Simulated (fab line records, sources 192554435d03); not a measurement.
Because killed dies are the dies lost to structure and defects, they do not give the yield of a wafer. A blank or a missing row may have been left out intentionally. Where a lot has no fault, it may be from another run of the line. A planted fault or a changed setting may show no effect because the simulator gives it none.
fab line records | flow n5Finfet | part 2 of 2: steps 21 to 28 of 28
record lots=5 | wafers=15 | lastDay=19
route steps=1938 shown BEOL_M3@974
lots that met no fault: taken from a fault-free run of the same line
startH: the number of hours between the record's first day and the start of the first shown wafer of the lot | waitH: time in hours since the lot's previous step | " same as the row above | L1.1+2: several wafers, shown together as one row | - either no value or no given start | * or withheld: withheld | < > ~ a bound
route shown NAME@n: NAME is a module with steps in the file, n the number in the route of the first one | usual: average and standard deviation across the fault-free wafers | same: alike in all rows | chamber/n: place in a boat | sites: readings site by site | _std_site: the standard deviation of these | _edge_site: outer sites' mean less inner sites' | radiusMm: for every site, how far away it sits from the centre of the wafer | mask NAME#n: copy n | behind: the last tool/chamber to shape the wafer | hold: the reason the lot was held/the length of the hold in hours/how it ended | device: names the non-switching transistor (n, p or np) | end of line: the same wafers' tests at the end of the route | where a step has no rows: the recipe by itself | killed: not the wafer's yield, but the dies lost to structure and defects at the first sort | map: dies across one wafer; x = killed, . = not, _ = none there
set.NAME: the run value of the setting; set.NAME@STEP: its run value at that earlier step | model.NAME: the simulator's own value behind a step, which no gauge read
lots seen at some steps along the route; tables by step, rows by wafer
services: the hour from which a tool's chamber was out of use, counted from the record's first day as startH (under 0 if before that day), plus the number of hours and why
## steps
# step N5_BEOL_M3_SPUTTER_48
# recipe material=Cu | targetThkA=45 | tempC=-20 | chamberPressurePa=0.07 | powerW=withheld | timeS=8.29
# usual susceptorTempC=-20.02/0.12 | throttleValvePct=30.2/1.1
lot.wafer | tool          | chamber | startH | waitH | susceptorTempC | throttleValvePct
L079.1    | pvdSputter-01 | -       | 182.73 | 0.1   | -20.07         | 30.8
L079.5    | "             | -       | "      | "     | -20.12         | 30.9
L079.6    | "             | -       | "      | "     | -20.02         | 30.6
L080.2    | pvdSputter-02 | -       | 185.29 | 0.1   | -19.88         | 31.4
L080.5    | "             | -       | "      | "     | -20.05         | 30.7
L080.6    | "             | -       | "      | "     | -19.90         | 30.1
L081.1    | pvdSputter-01 | -       | 188.92 | 0.1   | -20.10         | 28.2
L081.2    | "             | -       | "      | "     | -20.02         | 30.6
L081.4    | "             | -       | "      | "     | -20.09         | 31.6
L084.1    | pvdSputter-03 | -       | 213.46 | 0.2   | -20.16         | 30.3
L084.3    | "             | -       | "      | "     | -20.04         | 29.0
L084.4    | "             | -       | "      | "     | -20.02         | 29.7
L095.1    | pvdSputter-03 | -       | 286.36 | 1.1   | -20.14         | 29.3
L095.2    | "             | -       | "      | "     | -19.97         | 29.6
L095.4    | "             | -       | "      | "     | -19.93         | 30.8
# step N5_BEOL_M3_ANNEAL_49
# recipe tempC=400 | timeS=240 | ambient=vacuum
# usual heaterPowerW=853/71 | susceptorTempC=399.99/0.25
lot.wafer | tool          | chamber | startH | waitH | heaterPowerW | susceptorTempC
L079.1    | pvdSputter-01 | -       | 182.81 | 0.0   | 829          | 399.60
L079.5    | "             | -       | "      | "     | 895          | 400.48
L079.6    | "             | -       | "      | "     | 828          | 399.77
L080.2    | pvdSputter-02 | -       | 185.37 | 0.0   | 759          | 400.00
L080.5    | "             | -       | "      | "     | 844          | 399.90
L080.6    | "             | -       | "      | "     | 812          | 400.10
L081.1    | pvdSputter-01 | -       | 189.00 | 0.0   | 715          | 400.01
L081.2    | "             | -       | "      | "     | 826          | 399.63
L081.4    | "             | -       | "      | "     | 919          | 400.15
L084.1    | pvdSputter-03 | -       | 213.55 | 0.0   | 770          | 400.07
L084.3    | "             | -       | "      | "     | 920          | 399.94
L084.4    | "             | -       | "      | "     | 905          | 400.01
L095.1    | pvdSputter-03 | -       | 286.44 | 0.0   | 925          | 400.31
L095.2    | "             | -       | "      | "     | 907          | 399.88
L095.4    | "             | -       | "      | "     | 903          | 399.90
# step N5_BEOL_M3_SPUTTER_79
# recipe material=Cu | targetThkA=45 | tempC=-20 | chamberPressurePa=0.07 | powerW=withheld | timeS=8.29
# usual susceptorTempC=-20.00/0.1 | throttleValvePct=30.2/1.1
lot.wafer | tool          | chamber | startH | waitH | susceptorTempC | throttleValvePct
L079.1    | pvdSputter-01 | -       | 182.95 | 0.1   | -19.75         | 30.6
L079.5    | "             | -       | "      | "     | -20.06         | 31.2
L079.6    | "             | -       | "      | "     | -19.77         | 30.4
L080.2    | pvdSputter-02 | -       | 185.51 | 0.1   | -20.18         | 31.6
L080.5    | "             | -       | "      | "     | -20.01         | 30.9
L080.6    | "             | -       | "      | "     | -19.92         | 29.9
L081.1    | pvdSputter-01 | -       | 189.14 | 0.1   | -19.99         | 28.4
L081.2    | "             | -       | "      | "     | -20.13         | 30.8
L081.4    | "             | -       | "      | "     | -20.02         | 31.6
L084.1    | pvdSputter-03 | -       | 213.70 | 0.1   | -20.13         | 30.4
L084.3    | "             | -       | "      | "     | -20.00         | 29.1
L084.4    | "             | -       | "      | "     | -20.22         | 29.6
L095.1    | pvdSputter-03 | -       | 286.58 | 0.1   | -20.03         | 28.8
L095.2    | "             | -       | "      | "     | -19.90         | 29.6
L095.4    | "             | -       | "      | "     | -20.12         | 30.6
# step N5_BEOL_M3_ANNEAL_80
# recipe tempC=400 | timeS=240 | ambient=vacuum
# usual heaterPowerW=853/71 | susceptorTempC=399.99/0.22
lot.wafer | tool          | chamber | startH | waitH | heaterPowerW | susceptorTempC
L079.1    | pvdSputter-01 | -       | 183.03 | 0.0   | 821          | 400.13
L079.5    | "             | -       | "      | "     | 843          | 399.70
L079.6    | "             | -       | "      | "     | 810          | 400.00
L080.2    | pvdSputter-02 | -       | 185.59 | 0.0   | 795          | 399.87
L080.5    | "             | -       | "      | "     | 858          | 400.10
L080.6    | "             | -       | "      | "     | 811          | 399.82
L081.1    | pvdSputter-01 | -       | 189.22 | 0.0   | 732          | 399.80
L081.2    | "             | -       | "      | "     | 818          | 399.64
L081.4    | "             | -       | "      | "     | 915          | 399.75
L084.1    | pvdSputter-03 | -       | 213.79 | 0.0   | 788          | 400.19
L084.3    | "             | -       | "      | "     | 936          | 399.92
L084.4    | "             | -       | "      | "     | 915          | 399.96
L095.1    | pvdSputter-03 | -       | 286.66 | 0.0   | 906          | 400.23
L095.2    | "             | -       | "      | "     | 921          | 399.94
L095.4    | "             | -       | "      | "     | 915          | 399.82
# step N5_BEOL_M3_SPUTTER_81
# recipe material=Cu | targetThkA=45 | tempC=-20 | chamberPressurePa=0.07 | powerW=withheld | timeS=8.29
# usual susceptorTempC=-20.01/0.093 | throttleValvePct=30.2/1.1
lot.wafer | tool          | chamber | startH | waitH | susceptorTempC | throttleValvePct
L079.1    | pvdSputter-01 | -       | 183.17 | 0.1   | -20.09         | 30.5
L079.5    | "             | -       | "      | "     | -20.12         | 31.0
L079.6    | "             | -       | "      | "     | -19.99         | 30.7
L080.2    | pvdSputter-02 | -       | 185.73 | 0.1   | -19.88         | 31.4
L080.5    | "             | -       | "      | "     | -20.16         | 30.5
L080.6    | "             | -       | "      | "     | -20.04         | 30.0
L081.1    | pvdSputter-01 | -       | 189.36 | 0.1   | -19.89         | 27.9
L081.2    | "             | -       | "      | "     | -20.00         | 30.6
L081.4    | "             | -       | "      | "     | -20.06         | 31.3
L084.1    | pvdSputter-03 | -       | 213.94 | 0.1   | -19.97         | 30.2
L084.3    | "             | -       | "      | "     | -20.05         | 29.0
L084.4    | "             | -       | "      | "     | -20.19         | 29.7
L095.1    | pvdSputter-03 | -       | 286.80 | 0.1   | -20.02         | 29.2
L095.2    | "             | -       | "      | "     | -19.84         | 29.4
L095.4    | "             | -       | "      | "     | -20.15         | 30.7
# step N5_BEOL_M3_ANNEAL_82
# recipe tempC=400 | timeS=240 | ambient=vacuum
# usual heaterPowerW=854/71 | susceptorTempC=400.05/0.22
lot.wafer | tool          | chamber | startH | waitH | heaterPowerW | susceptorTempC
L079.1    | pvdSputter-01 | -       | 183.25 | 0.0   | 803          | 400.01
L079.5    | "             | -       | "      | "     | 872          | 400.17
L079.6    | "             | -       | "      | "     | 819          | 400.09
L080.2    | pvdSputter-02 | -       | 185.81 | 0.0   | 790          | 399.83
L080.5    | "             | -       | "      | "     | 865          | 399.60
L080.6    | "             | -       | "      | "     | 783          | 400.28
L081.1    | pvdSputter-01 | -       | 189.44 | 0.0   | 744          | 400.11
L081.2    | "             | -       | "      | "     | 818          | 400.23
L081.4    | "             | -       | "      | "     | 960          | 400.12
L084.1    | pvdSputter-03 | -       | 214.03 | 0.0   | 766          | 400.19
L084.3    | "             | -       | "      | "     | 942          | 399.95
L084.4    | "             | -       | "      | "     | 914          | 400.31
L095.1    | pvdSputter-03 | -       | 286.88 | 0.0   | 909          | 399.94
L095.2    | "             | -       | "      | "     | 924          | 400.36
L095.4    | "             | -       | "      | "     | 922          | 400.10
# step N5_BEOL_M3_SPUTTER_86
# recipe material=Cu | targetThkA=45 | tempC=-20 | chamberPressurePa=0.07 | powerW=withheld | timeS=8.29
# usual susceptorTempC=-20.00/0.1 | throttleValvePct=30.2/1.1
lot.wafer | tool          | chamber | startH | waitH | susceptorTempC | throttleValvePct
L079.1    | pvdSputter-01 | -       | 183.39 | 0.1   | -20.07         | 30.6
L079.5    | "             | -       | "      | "     | -20.15         | 31.0
L079.6    | "             | -       | "      | "     | -20.16         | 30.4
L080.2    | pvdSputter-02 | -       | 185.95 | 0.1   | -20.06         | 31.3
L080.5    | "             | -       | "      | "     | -20.09         | 30.7
L080.6    | "             | -       | "      | "     | -19.93         | 30.1
L081.1    | pvdSputter-01 | -       | 189.58 | 0.1   | -20.00         | 28.2
L081.2    | "             | -       | "      | "     | -19.86         | 30.6
L081.4    | "             | -       | "      | "     | -19.74         | 31.5
L084.1    | pvdSputter-03 | -       | 214.18 | 0.1   | -20.03         | 30.1
L084.3    | "             | -       | "      | "     | -19.90         | 29.1
L084.4    | "             | -       | "      | "     | -20.04         | 30.0
L095.1    | pvdSputter-03 | -       | 287.02 | 0.1   | -19.98         | 28.9
L095.2    | "             | -       | "      | "     | -19.90         | 29.6
L095.4    | "             | -       | "      | "     | -19.94         | 30.7
# step N5_BEOL_M3_ANNEAL_87
# recipe tempC=400 | timeS=240 | ambient=vacuum
# usual heaterPowerW=854/73 | susceptorTempC=400.02/0.24
lot.wafer | tool          | chamber | startH | waitH | heaterPowerW | susceptorTempC
L079.1    | pvdSputter-01 | -       | 183.47 | 0.0   | 823          | 400.09
L079.5    | "             | -       | "      | "     | 873          | 400.14
L079.6    | "             | -       | "      | "     | 799          | 400.10
L080.2    | pvdSputter-02 | -       | 186.03 | 0.0   | 786          | 399.87
L080.5    | "             | -       | "      | "     | 853          | 400.33
L080.6    | "             | -       | "      | "     | 793          | 400.17
L081.1    | pvdSputter-01 | -       | 189.66 | 0.0   | 734          | 400.10
L081.2    | "             | -       | "      | "     | 826          | 399.77
L081.4    | "             | -       | "      | "     | 918          | 399.77
L084.1    | pvdSputter-03 | -       | 214.26 | 0.0   | 780          | 399.59
L084.3    | "             | -       | "      | "     | 940          | 400.16
L084.4    | "             | -       | "      | "     | 904          | 400.33
L095.1    | pvdSputter-03 | -       | 287.10 | 0.0   | 938          | 400.12
L095.2    | "             | -       | "      | "     | 915          | 400.38
L095.4    | "             | -       | "      | "     | 948          | 399.81
## services
tool        | chamber | startH | hours | kind
aldMetal-01 | -       | 163.67 | 0.3   | repair
rieDiel-04  | -       | 165.30 | 1.5   | repair
cvdCo-02    | -       | 173.97 | 5.8   | repair
aldMetal-03 | -       | 176.80 | 0.5   | repair
rieDiel-03  | 3       | 185.10 | -     | clean
rieDiel-03  | 3       | 185.10 | -     | consumableReplace:focusRing
rieDiel-03  | 3       | 185.10 | 14.8  | scheduledDown
rieDiel-03  | 3       | 185.10 | 14.8  | ventCycle
aldMetal-04 | -       | 194.12 | 1.3   | repair
rieDiel-03  | 3       | 204.86 | 4.9   | repair
rieDiel-03  | 2       | 206.36 | 7.5   | repair
aldMetal-03 | -       | 207.92 | 1.4   | repair
aldMetal-04 | -       | 216.55 | 1.4   | repair
cvdCo-02    | -       | 222.66 | 6.0   | pm
rieDiel-03  | 2       | 235.29 | -     | clean
rieDiel-03  | 2       | 235.29 | -     | consumableReplace:focusRing
rieDiel-03  | 2       | 235.29 | 19.3  | scheduledDown
rieDiel-03  | 2       | 235.29 | 19.3  | ventCycle
cvdCo-02    | -       | 235.32 | 13.1  | repair
cvdCo-01    | -       | 254.04 | 0.8   | repair
wetBench-03 | -       | 256.07 | 4.4   | pm
rieDiel-04  | 2       | 276.93 | -     | clean
rieDiel-04  | 2       | 276.93 | -     | consumableReplace:focusRing
aldMetal-04 | -       | 285.82 | 0.8   | repair
